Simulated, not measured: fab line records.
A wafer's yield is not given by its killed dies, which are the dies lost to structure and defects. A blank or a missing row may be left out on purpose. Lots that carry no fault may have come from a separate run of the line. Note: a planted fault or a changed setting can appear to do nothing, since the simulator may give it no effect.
Which tool was responsible? -- flow nand harc -- 36 wafers from 12 lots sampled at 5 of the route's 1302 steps

WHAT THE GAUGES READ, wafer by wafer
NHARC_END_SORT_01.
lot,measured,on,killed at array,killed at other,killed at periphery,killed dies,killed open,killed short
L927,day 30 03:25,prober-02,47 66 43,0 0 0,630 611 634,677 677 677,3 5 3,2 5 3
L928,day 29 22:45,prober-01,46 51 38,4 2 4,627 624 635,677 677 677,5 3 2,1 3 1
L929,day 31 14:59,prober-01,63 69 76,0 1 0,614 607 601,677 677 677,3 3 2,4 3 3
L932,day 32 08:07,prober-01,82 78 76,0 0 0,1 1 4,83 79 80,5 3 3,3 1 1
L933,day 32 01:05,prober-01,50 61 50,1 0 0,2 1 4,53 62 54,0 4 3,0 2 4

TOOL THAT RAN EACH LOT (tool first, then ch and the chambers of the sampled wafers, then the start)
lot,NHARC_P_GATE_RTA_82,NHARC_P_CONTACT_ETCH_35,NHARC_P_CONTACT_STRIP_28,NHARC_P_CONTACT_DEGAS_38
L915,"rtp anneal-01 ch 0, day 6 19:20","rie diel-07 ch 1,3, day 6 21:43","rie diel-01 ch 0,1,2, day 6 22:34","pvd sputter-03, day 6 23:13"
L920,"rtp anneal-01 ch 0, day 8 17:36","rie diel-01 ch 1,3, day 8 19:32","rie diel-01 ch 0,1, day 8 20:23","pvd sputter-02, day 8 21:02"
L921,"rtp anneal-01 ch 0, day 8 23:55","rie diel-01 ch 0,2, day 9 02:11","rie diel-13 ch 1,2, day 9 03:03","pvd sputter-02, day 9 03:42"
L922,"rtp anneal-02 ch 0, day 9 17:34","rie diel-13 ch 1,3, day 9 19:40","rie diel-07 ch 0,1,2, day 9 20:42","pvd sputter-01, day 9 21:19"
L927,"rtp anneal-02 ch 0, day 11 19:18","rie diel-07 ch 1,3, day 11 21:36","rie diel-01 ch 0,3, day 11 22:28","pvd sputter-03, day 11 23:06"
L928,"rtp anneal-02 ch 0, day 11 20:03","rie diel-13 ch 0,2, day 11 22:08","rie diel-07 ch 1,3, day 11 23:00","pvd sputter-02, day 11 23:38"
L929,"rtp anneal-02 ch 0, day 12 11:11","rie diel-01 ch 1,2,3, day 12 13:08","rie diel-13 ch 1,2, day 12 13:59","pvd sputter-03, day 12 14:40"
L931,"rtp anneal-02 ch 0, day 13 10:14","rie diel-01 ch 0,1,3, day 13 12:19","rie diel-13 ch 0,2,3, day 13 13:11","pvd sputter-02, day 13 13:50"
L932,"rtp anneal-02 ch 0, day 13 17:20","rie diel-13 ch 0,3, day 13 19:25","rie diel-01 ch 0,1,2, day 13 20:16","pvd sputter-02, day 13 20:55"
L933,"rtp anneal-01 ch 0, day 14 04:43","rie diel-13 ch 1,3, day 14 06:53","rie diel-07 ch 0,1,3, day 14 07:47","pvd sputter-02, day 14 08:23"
L935,"rtp anneal-02 ch 0, day 15 00:44","rie diel-01 ch 0,1,2, day 15 02:46","rie diel-01 ch 0,1,2, day 15 03:47","pvd sputter-01, day 15 04:25"
L936,"rtp anneal-02 ch 0, day 15 07:33","rie diel-01 ch 1,2,3, day 15 09:37","rie diel-01 ch 1,2,3, day 15 10:28","pvd sputter-02, day 15 11:07"
- NHARC_P_GATE_RTA_82: time 30 s.
- NHARC_P_CONTACT_ETCH_35: etches the open film in CF4, target depth 39 nm, time 65 s.
- NHARC_P_CONTACT_STRIP_28: strips in O2.
- NHARC_P_CONTACT_DEGAS_38: time 60 s.

WHAT THE TOOLS THEMSELVES READ (means of the sampled wafers that have a number; where no wafer has one, the mark that the record gives instead)
NHARC_P_GATE_RTA_82.
lot,tool,lamp power pct (%),wafer_temp_C_max
L915,rtp anneal-01,3.93,451.6
L920,rtp anneal-01,3.93,451.9
L921,rtp anneal-01,3.93,451.0
L922,rtp anneal-02,3.60,451.6
L927,rtp anneal-02,3.60,452.6
L928,rtp anneal-02,3.60,452.0
L929,rtp anneal-02,3.60,451.8
L931,rtp anneal-02,3.60,451.6
L932,rtp anneal-02,3.60,451.8
L933,rtp anneal-01,3.93,451.5
L935,rtp anneal-02,3.60,451.9
L936,rtp anneal-02,3.60,451.8

NHARC_P_CONTACT_ETCH_35.
lot,tool,bias w (W),drypump motor current A (A),oes product au (a.u.),rf vpp V (V),showerhead plenum p Torr (Torr),throttle valve pct (%)
L915,rie diel-07,100.45,5.6,0.998,150.1,1.76,13.283
L920,rie diel-01,99.76,5.9,0.987,151.0,1.76,13.281
L921,rie diel-01,99.89,5.4,0.996,152.1,1.78,13.275
L922,rie diel-13,100.08,5.3,1.000,151.9,1.86,13.278
L927,rie diel-07,99.71,5.8,1.007,151.8,1.83,13.287
L928,rie diel-13,100.02,5.6,0.992,151.6,1.79,13.284
L929,rie diel-01,99.98,5.8,0.992,150.2,1.74,13.283
L931,rie diel-01,99.98,5.7,0.996,151.0,1.78,13.287
L932,rie diel-13,100.02,5.9,0.999,151.6,1.79,13.282
L933,rie diel-13,99.70,5.3,1.005,151.9,1.85,13.285
L935,rie diel-01,100.00,5.5,0.990,151.0,1.79,13.288
L936,rie diel-01,100.02,5.8,1.001,150.5,1.74,13.283

NHARC_P_CONTACT_STRIP_28.
lot,tool,chamber pressure mTorr (mTorr),drypump motor current A (A),oes product au (a.u.),rf vpp V (V),showerhead plenum p Torr (Torr),throttle valve pct (%)
L915,rie diel-01,59.96,5.5,0.997,56.4,3.58,17.027
L920,rie diel-01,60.01,5.6,0.996,58.3,3.62,17.035
L921,rie diel-13,60.02,5.3,1.009,58.2,3.71,17.028
L922,rie diel-07,60.01,6.2,0.995,58.8,3.55,17.043
L927,rie diel-01,-,-,-,-,-,-
L928,rie diel-07,-,-,-,-,-,-
L929,rie diel-13,-,-,-,-,-,-
L931,rie diel-13,59.94,5.9,0.998,57.7,3.63,17.039
L932,rie diel-01,59.97,5.5,0.998,58.1,3.58,17.036
L933,rie diel-07,60.00,5.9,0.995,58.8,3.49,17.030
L935,rie diel-01,60.05,5.5,0.993,57.9,3.58,17.035
L936,rie diel-01,59.95,5.8,0.996,58.0,3.47,17.041

NHARC_P_CONTACT_DEGAS_38.
lot,tool,heater power w (W)
L915,pvd sputter-03,446
L920,pvd sputter-02,493
L921,pvd sputter-02,493
L922,pvd sputter-01,449
L927,pvd sputter-03,471
L928,pvd sputter-02,493
L929,pvd sputter-03,455
L931,pvd sputter-02,478
L932,pvd sputter-02,458
L933,pvd sputter-02,476
L935,pvd sputter-01,446
L936,pvd sputter-02,451

THE ANSWER, worked out from the rows above alone
Rule: the usual values come from the lots themselves. The widest of any qualifying gaps counts: lots, ordered by their means at a reading, are off when they make up no more than a third of the lots, leave a main group of 4 or more, and stand apart from it by 3 or more times the standard deviation of that group's means. The tables above print the reading to a certain number of digits; a main group whose means all agree to those digits is not used. Also off: a lot with no number at a reading for which 4 or more lots have one. Any other lot the step has rows for is counted as sound. After the gauges, taken in route order, come the tools' own readings; for these a lot's mean is taken, as printed above. The first step at which some lot is off is used, and at that step the reading that is off furthest; a lot without a number counts as furthest.
Off at NHARC_P_CONTACT_STRIP_28 (chamber pressure mTorr): L927, L928, L929. Without a number there: L927, L928, L929. The main group has a mean of 59.99 mTorr with a standard deviation of 0.035.
A tool fits if, at that step or a process step before it, it ran every lot that is off, and no sound lot after the first of them. Not one of the candidates tried fits.

WHAT WAS PUT IN BY THE SIMULATOR
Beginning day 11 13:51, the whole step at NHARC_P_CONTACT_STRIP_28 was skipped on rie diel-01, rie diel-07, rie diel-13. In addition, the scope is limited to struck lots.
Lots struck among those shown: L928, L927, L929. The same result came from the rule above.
